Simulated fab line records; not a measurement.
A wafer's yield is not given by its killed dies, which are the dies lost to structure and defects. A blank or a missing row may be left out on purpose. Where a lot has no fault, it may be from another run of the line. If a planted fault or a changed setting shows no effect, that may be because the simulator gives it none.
A struck lot beside a sound one -- flow n5Finfet -- 26 out of 1938 route steps
Sound: the wafers L378.1, L378.3, L378.6. Wafers struck: L388.1, L388.3, L388.5. The cause is named last.
Order at every step that has rows: each side's tool, ch and its chambers, its first start. Under that, the readings that differ: sound wafers -- struck wafers -- difference of the means -- sigmas: that difference in standard deviations of wafers without a fault.
alike: a reading whose means differ by less than 2 such deviations, as well as words and numbers matching on both sides. not compared: withheld readings; readings where some wafer has no value; bounds like >300 that might hide an equal value; numbers whose values overlap and for which the record gives no deviation.
Wherever a step has rows on one side only, a row that says differs or no value, or a row with sigmas, the two part there. Numbers that have no deviation but don't overlap get no sigmas and don't part them. A reading that every wafer of one side lacks parts them only if that side has two wafers or more.

N5_MOL_CONTACT_COAG_CMP_23: polishes, stops on SiO2, t overpolish 1.5 s, target thk 0 nm.
  sound on cmp-04 ch 0,1,3, day 5 12:36; struck on cmp-02 ch 1,3, day 7 22:58
  alike: motorCurrentA, overpolishRunS, timeToEndpointS
then, 3 steps without rows for these wafers: N5_MOL_CONTACT_COAG_WET_ETCH_26 (target Co, target depth 13 nm); N5_MOL_CONTACT_COAG_WET_ETCH_116 (etches the open film in SC1-inhibited, target depth 4.6 nm, rinse time 30 s); N5_MOL_CONTACT_COAG_ALD_27 (deposits SiOC, target thk 17 nm, pulse time 1.5 s, time 2720 s).
N5_MOL_CONTACT_COAG_CMP_28: polishes, stops on SiNx, t overpolish 0.85 s, target thk 14.522 nm.
  sound on cmp-02 ch 0,1,2, day 5 14:55; struck on cmp-02 ch 0,1,2, day 8 01:23
  alike: motorCurrentA, timeToEndpointS
N5_MOL_CONTACT_COAG_THK_MEAS_29:
  sound on filmMetro-02 at day 5 15:12; struck on filmMetro-01 at day 8 01:39
  alike: MD_CAP_THK
N5_MOL_CONTACT_COAG_ALD_123: deposits SiNx, target thk 5 nm, pulse time 1 s, purge time 2 s.
  sound on aldSin-02 ch 0,1,2, day 5 15:30; struck on aldSin-03 ch 1,2,3, day 8 01:41
  alike: chamberPressureTorr, heaterPowerOuterW, heaterPowerW, precursorPulseHeightRel
then, 3 steps without rows for these wafers: N5_MOL_CONTACT_COAG_PECVD_31 (deposits SiO2 from TEOS/O2, target thk 46 nm, time 8.9 s); N5_MOL_CONTACT_COAG_COAT_75 (time 60 s, resist thk 60 nm); N5_MOL_CONTACT_COAG_COAT_76 (time 60 s, resist thk 10 nm).
N5_MOL_CONTACT_COAG_COAT_77: time 60 s, resist thk 10 nm.
  sound on lithoTrack-03 ch 0, day 5 16:04; struck on lithoTrack-01 ch 0, day 8 02:16
reading,sound,struck,difference,sigmas
spinSpeedRpm (rpm),1500.1 1499.8 1501.5,1187.3 1185.9 1186.5,-313.9,-99 or more
model.underlayer_of_MOL_CONTACT_COAG_COAT_77.thkNm (nm),10 10 10,11.2 11.2 11.4,+1.3,
then, 6 steps without rows for these wafers: N5_MOL_CONTACT_COAG_COAT_78 (resist thk 40 nm); N5_MOL_CONTACT_COAG_EBR_80; N5_MOL_CONTACT_COAG_SOFTBAKE_79 (time 60 s); N5_MOL_CONTACT_COAG_EXPOSE_81 (exposes mask VG, defocus 0 nm); N5_MOL_CONTACT_COAG_PEB_82 (peb time 60 s); N5_MOL_CONTACT_COAG_DEVELOP_83 (develop time 30 s).
N5_MOL_CONTACT_COAG_CD_MEAS_84: the cd target is 25.1 nm.
  sound on cdSem-01 ch 0, day 5 16:20; struck on cdSem-03 ch 0, day 8 02:32
  alike: cdNm
N5_MOL_CONTACT_COAG_OVL_MEAS_85:
  sound on overlay-01 ch 0, day 5 16:22; struck on overlay-02 ch 0, day 8 02:34
  alike: VG_OVL
N5_MOL_CONTACT_COAG_INSPECT_57: inspects for defects (brightfield).
  sound on defectInspect-02 at day 5 16:26; struck on defectInspect-02 at day 8 02:48
  alike: rawDefectCount
then, 1 step without rows for these wafers: N5_MOL_CONTACT_COAG_DESCUM_88 (chemistry O2, time 7 s).
N5_MOL_CONTACT_COAG_ETCH_89: etches underlayer in N2/H2, target depth 13 nm, time 10.4 s.
  sound on rieDiel-04 ch 0,1,2, day 5 16:30; struck on rieDiel-01 ch 0,2, day 8 02:53
reading,sound,struck,difference,sigmas
etchRfOnTimeS (s),10.36 10.56 10.02,11.44 11.72 11.69,+1.30,+5
oesProductAu (a.u.),0.68 0.63 0.81,0.59 0.60 0.61,-0.11,-2
model.CAR-EUV_of_MOL_CONTACT_COAG_COAT_78.thkNm (nm),24.6 24.4 24.4,23 23 23,-1,
model.etch.depthNm (nm),10.03 10.02 10.04,11.29 11.25 11.3,+1.25,
  alike: drypumpMotorCurrentA, rfVppV, showerheadPlenumPTorr, throttleValvePct
  not compared: rfHoursCounterH
N5_MOL_CONTACT_COAG_ETCH_90: etches SiARC in CF4, target depth 13 nm, time 21.7 s.
  sound on rieDiel-04 ch 0,1,2, day 5 16:31; struck on rieDiel-01 ch 0,2, day 8 02:54
reading,sound,struck,difference,sigmas
oesProductAu (a.u.),0.67 0.64 0.83,0.59 0.61 0.61,-0.11,-2
  alike: drypumpMotorCurrentA, etchRfOnTimeS, rfVppV, showerheadPlenumPTorr, throttleValvePct
  not compared: rfHoursCounterH
N5_MOL_CONTACT_COAG_ALD_131: deposits SiO2, target thk 5 nm, pulse time 1 s, co reactant pulse time 1 s.
  sound on aldSin-02 ch 2,3, day 5 16:36; struck on aldSin-03 ch 1,2, day 8 02:59
  alike: chamberPressureTorr, heaterPowerOuterW, heaterPowerW, precursorPulseHeightRel
N5_MOL_CONTACT_COAG_ETCHBACK_132: etches SiO2 in CHF3, target depth 10 nm, time 6.7 s.
  sound on rieDiel-05 ch 0,1,3, day 5 16:47; struck on rieDiel-01 ch 1,2, day 8 03:10
reading,sound,struck,difference,sigmas
model.CAR-EUV_of_MOL_CONTACT_COAG_COAT_78.thkNm (nm),15.6 15.2 15.4,14 13.8 14,-1,
  alike: drypumpMotorCurrentA, oes_ar_750_au, oes_f_703_au, oesProductAu, rfVppV, showerheadPlenumPTorr, throttleValvePct
  not compared: rfHoursCounterH
then, 1 step without rows for these wafers: N5_MOL_CONTACT_COAG_ETCH_91 (etches SOC in N2/H2, target depth 60 nm, overetch 21 nm, time 101.2 s).

## WHERE THEY PART
First at N5_MOL_CONTACT_COAG_COAT_77; last, within this record, at N5_MOL_CONTACT_COAG_ETCH_90. Later steps at which nothing parts them and some readings are alike: N5_MOL_CONTACT_COAG_ALD_131, N5_MOL_CONTACT_COAG_ETCHBACK_132.

WHY: whatever the simulator had introduced
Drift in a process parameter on lithoTrack-01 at N5_MOL_CONTACT_COAG_COAT_77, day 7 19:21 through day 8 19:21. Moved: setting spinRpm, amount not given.
